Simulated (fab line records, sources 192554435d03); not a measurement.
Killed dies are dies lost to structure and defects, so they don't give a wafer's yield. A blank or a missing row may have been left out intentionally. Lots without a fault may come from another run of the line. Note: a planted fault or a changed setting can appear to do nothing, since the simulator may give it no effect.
Chamber matching    flow n5Finfet    N5_BEOL_M9_ETCH_61 on rieDiel-03 has 4 sister chambers
The step etches SiARC in CF4, target depth 39 nm, time 65 s. 22 wafers are shown with their chamber, then 11 later ones without.

== WAFERS, EACH WITH ITS CHAMBER ==
wafer   chamber  drypumpMotorCurrentA (A)  throttleValvePct (%)  showerheadPlenumPTorr (Torr)
L074.2  0        6.2                       15.0                  2.08
L074.4  1        5.7                       16.0                  2.06
L074.5  0        6.2                       15.0                  2.08
L079.2  2        6.6                       15.4                  2.18
L079.3  3        5.7                       15.9                  2.20
L079.6  2        6.6                       15.4                  2.18
L080.3  0        6.2                       15.0                  2.07
L080.4  2        6.6                       15.4                  2.18
L080.6  0        6.2                       15.0                  2.07
L082.1  0        6.2                       15.0                  2.07
L082.2  3        5.7                       15.9                  2.20
L082.3  2        6.6                       15.4                  2.18
L081.3  3        5.7                       15.9                  2.20
L081.4  0        6.2                       15.0                  2.07
L081.6  3        5.7                       15.9                  2.20
L083.2  0        6.2                       15.0                  2.07
L083.5  2        6.6                       15.4                  2.18
L083.6  1        5.7                       16.0                  2.06
L084.2  2        6.5                       15.4                  2.18
L084.3  3        5.7                       15.9                  2.20
L084.4  1        5.7                       16.1                  2.06
L086.1  2        6.6                       15.4                  2.17

SIGNATURES (means of the wafers above)
reading                chamber 0  chamber 1  chamber 2  chamber 3  scatter within a chamber
drypumpMotorCurrentA   6.200      5.700      6.586      5.700      0.0218
throttleValvePct       15.000     16.033     15.400     15.900     0.0192
showerheadPlenumPTorr  2.0729     2.0600     2.1786     2.2000     0.00356
Rule: a wafer lies at a distance from a chamber equal to the root of the sum of squares, over the readings, of (its reading less the chamber's mean, divided by the reading's scatter). The wafer belongs to the nearest chamber; if the next one is less than 2 further off, it can't be placed. The scatter: the root of (the sum of the squares of (reading less its chamber's mean) over the shown wafers, divided by (wafers less chambers)).

== WAFERS WITHOUT THEIR CHAMBER ==
wafer   drypumpMotorCurrentA (A)  throttleValvePct (%)  showerheadPlenumPTorr (Torr)
L086.2  5.7                       15.9                  2.20
L086.6  5.7                       15.9                  2.20
L094.1  5.7                       15.5                  2.19
L094.5  6.6                       15.4                  2.17
L094.6  5.7                       15.5                  2.19
L095.1  5.7                       15.5                  2.19
L095.2  6.6                       15.4                  2.17
L095.5  6.2                       15.1                  2.06
L096.2  6.2                       15.1                  2.06
L096.4  6.6                       15.5                  2.17
L096.6  5.7                       15.4                  2.19

== EACH ONE'S CHAMBER ==
wafer   from the rows above  in truth
L086.2  3                    3
L086.6  3                    3
L094.1  3                    3
L094.5  2                    2
L094.6  3                    3
L095.1  3                    3
L095.2  2                    2
L095.5  0                    0
L096.2  0                    0
L096.4  2                    2
L096.6  3                    3
Correct placement for 11 of the 11. Left unplaced by these rows: 0. Placed wrongly: 0.
